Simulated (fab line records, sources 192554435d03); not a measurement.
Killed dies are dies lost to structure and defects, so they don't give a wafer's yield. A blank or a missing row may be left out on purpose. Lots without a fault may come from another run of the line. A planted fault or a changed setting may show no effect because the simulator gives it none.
Chamber matching | flow n5_finfet | N5_HKMG_FIN_ETCH_86 on rie_diel-02: 4 sister chambers
The step etches SOC in N2/H2, stops on TiN, target depth 393.2 nm. 8 wafers are shown with their chamber, then 8 later ones without.

WAFERS WITH THEIR CHAMBER
wafer  | chamber | drypump_motor_current_A (A) | showerhead_plenum_p_Torr (Torr)
L074.2 | 3       | 6.5                         | 2.44
L077.5 | 3       | 6.6                         | 2.44
L087.2 | 1       | 5.4                         | 2.39
L087.3 | 0       | 5.6                         | 2.43
L088.1 | 1       | 5.4                         | 2.39
L088.3 | 0       | 5.6                         | 2.42
L088.5 | 2       | 5.4                         | 2.72
L090.1 | 2       | 5.4                         | 2.72

WAFERS WITHOUT THEIR CHAMBER
wafer  | drypump_motor_current_A (A) | showerhead_plenum_p_Torr (Torr)
L090.3 | 6.5                         | 2.44
L090.4 | 5.6                         | 2.42
L092.1 | 6.5                         | 2.44
L092.2 | 5.4                         | 2.38
L092.3 | 5.4                         | 2.72
L096.2 | 6.5                         | 2.43
L096.3 | 5.6                         | 2.42
L096.6 | 5.4                         | 2.72

WHICH CHAMBER EACH WENT THROUGH
wafer  | from the rows above | in truth
L090.3 | 3                   | 3
L090.4 | 0                   | 0
L092.1 | 3                   | 3
L092.2 | 1                   | 1
L092.3 | 2                   | 2
L096.2 | 3                   | 3
L096.3 | 0                   | 0
L096.6 | 2                   | 2
Placed correctly: 8 of 8. Can't be placed from these rows: 0. Placed wrongly: 0.
How it was worked out, from the rows above alone: a wafer's distance from a chamber is the root of the sum, over the readings, of the square of ((its reading less the chamber's mean) divided by the reading's scatter). The wafer belongs to the nearest chamber; if the next one is less than 2 further off, it can't be placed. A chamber's mean is the mean of its shown wafers. The scatter: the root of (the sum of the squares of (reading less its chamber's mean) over the shown wafers, divided by (wafers less chambers)).
